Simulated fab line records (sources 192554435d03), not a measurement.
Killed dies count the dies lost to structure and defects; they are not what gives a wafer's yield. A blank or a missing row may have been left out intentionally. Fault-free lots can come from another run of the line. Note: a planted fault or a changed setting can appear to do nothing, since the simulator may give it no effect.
Which tool was responsible? ; flow n5Finfet ; 12 lots with 36 wafers sampled at 4 steps, on a route of 1938 steps

== WHAT THE GAUGES SHOWED, per wafer ==
N5_BEOL_M6_CD_MEAS_18: pitch 80 nm, target cd 40 nm.
lot;measured;on;cdNm (nm)
L779;day 8 03:16;cdSem-01;41.3 40.6 41.1
L783;day 9 01:36;cdSem-01;39.3 39.5 38.3
L784;day 9 10:29;cdSem-02;40.3 40.4 39.4
L785;day 9 20:14;cdSem-02;40.1 39.7 39.9
L788;day 10 08:58;cdSem-01;40.9 40.1 40.0
L787;day 10 13:21;cdSem-02;41.6 40.0 39.7
L789;day 10 15:54;cdSem-02;40.6 39.7 39.2
L792;day 11 17:10;cdSem-01;40.5 40.4 41.2
L793;day 11 21:20;cdSem-02;40.2 40.0 39.5
L798;day 13 06:25;cdSem-02;40.5 40.5 40.3
L801;day 14 01:47;cdSem-02;40.9 41.1 41.3
L802;day 14 18:43;cdSem-02;40.8 39.2 40.8

N5_BEOL_M6_CD_MEAS_28: the cd target is 40 nm.
lot;measured;on;cdNm (nm)
L779;day 8 03:58;cdSem-03;39.90 40.12 40.09
L783;day 9 02:02;cdSem-02;40.05 40.22 39.56
L784;day 9 10:47;cdSem-02;39.74 39.85 39.91
L785;day 9 21:16;cdSem-01;40.09 40.49 39.92
L788;day 10 10:10;cdSem-02;39.82 40.09 40.02
L787;day 10 13:40;cdSem-02;39.76 39.76 39.84
L789;day 10 16:20;cdSem-01;40.14 40.13 40.12
L792;day 11 19:59;cdSem-02;39.95 39.88 40.30
L793;day 11 21:46;cdSem-01;40.02 40.10 39.70
L798;day 13 06:58;cdSem-02;39.99 39.51 39.77
L801;day 14 02:26;cdSem-02;39.91 40.06 39.63
L802;day 14 19:32;cdSem-02;39.73 39.87 40.24

== WHAT TOOL EACH LOT RAN ON (gives the tool, then ch and the chambers of the sampled wafers, and finally the start) ==
lot;N5_BEOL_M6_HM_DEP_02;N5_BEOL_M6_COAT_64
L779;pvdSputter-03, day 8 02:13;lithoTrack-05 ch 0, day 8 03:32
L783;pvdSputter-01, day 9 00:32;lithoTrack-01 ch 0, day 9 01:39
L784;pvdSputter-01, day 9 08:58;lithoTrack-05 ch 0, day 9 10:32
L785;pvdSputter-02, day 9 19:05;lithoTrack-05 ch 0, day 9 20:59
L788;pvdSputter-03, day 10 07:47;lithoTrack-02 ch 0, day 10 09:53
L787;pvdSputter-02, day 10 10:51;lithoTrack-02 ch 0, day 10 13:23
L789;pvdSputter-01, day 10 12:38;lithoTrack-01 ch 0, day 10 15:56
L792;pvdSputter-03, day 11 16:07;lithoTrack-05 ch 0, day 11 19:28
L793;pvdSputter-03, day 11 20:24;lithoTrack-02 ch 0, day 11 21:22
L798;pvdSputter-01, day 13 05:19;lithoTrack-02 ch 0, day 13 06:34
L801;pvdSputter-01, day 14 00:36;lithoTrack-02 ch 0, day 14 02:07
L802;pvdSputter-01, day 14 17:35;lithoTrack-01 ch 0, day 14 19:16
- N5_BEOL_M6_HM_DEP_02: deposits TiN, target thk 20 nm.
- N5_BEOL_M6_COAT_64: time 60 s, resist thk 12 nm.

== AS READ BY THE TOOLS THEMSELVES (means over the sampled wafers that have a number; for cases with no such wafer, the mark the record gives instead) ==
N5_BEOL_M6_HM_DEP_02.
lot;tool;throttleValvePct (%)
L779;pvdSputter-03;29.8
L783;pvdSputter-01;30.4
L784;pvdSputter-01;30.0
L785;pvdSputter-02;29.8
L788;pvdSputter-03;30.5
L787;pvdSputter-02;30.8
L789;pvdSputter-01;30.0
L792;pvdSputter-03;29.9
L793;pvdSputter-03;30.1
L798;pvdSputter-01;30.0
L801;pvdSputter-01;29.7
L802;pvdSputter-01;30.0

N5_BEOL_M6_COAT_64.
lot;tool;chillPlateTempC (C);spinSpeedRpm (rpm)
L779;lithoTrack-05;23.10;1500.2
L783;lithoTrack-01;23.03;1500.7
L784;lithoTrack-05;23.03;1500.6
L785;lithoTrack-05;22.97;1499.3
L788;lithoTrack-02;23.05;1500.6
L787;lithoTrack-02;22.98;1498.5
L789;lithoTrack-01;23.09;1499.4
L792;lithoTrack-05;23.06;1499.7
L793;lithoTrack-02;23.01;1500.6
L798;lithoTrack-02;22.95;1725.2
L801;lithoTrack-02;23.09;1724.8
L802;lithoTrack-01;22.94;1498.8

== THE ANSWER, worked out from the rows above alone ==
Rule: usual is defined by the lots themselves. The widest of any qualifying gaps counts: lots, ordered by their means at a reading, are off when they make up no more than a third of the lots, leave a main group of 4 or more, and stand apart from it by 3 or more times the standard deviation of that group's means. If all means in a main group match to the digits the tables above print for the reading, that group is not used. A lot without any number at a reading at which 4 lots or more have one is off too. All remaining lots with rows at the step are treated as sound. The gauges are gone through in route order, then the tools' own readings, and for those a lot's mean is taken as printed above. The first step at which some lot is off is used, and at that step the reading that is off furthest; a lot without a number counts as furthest.
Off at N5_BEOL_M6_COAT_64 (spinSpeedRpm): L798, L801. The main group has a mean of 1499.8 rpm with a standard deviation of 0.77.
A tool fits if, at that step or a process step before it, it ran every lot that is off, and no sound lot after the first of them. One fits: lithoTrack-02 at N5_BEOL_M6_COAT_64. A fault onset in the window from L793 (day 11 21:22, its last sound lot) to L798 (day 13 06:34, its first lot off) fits.
On the lots that are off, the tool's own readings at N5_BEOL_M6_COAT_64 differ by more than 5 times the standard deviation of the sound lots' means, which bears it out; spinSpeedRpm reads 1725.0 rpm there versus 1499.8 rpm on the sound lots.

== WHAT THE SIMULATOR HAD PUT IN ==
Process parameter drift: lithoTrack-02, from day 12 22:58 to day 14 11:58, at N5_BEOL_M6_COAT_64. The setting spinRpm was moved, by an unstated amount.
Struck lots among those shown: L798, L801. The rule above found the same.
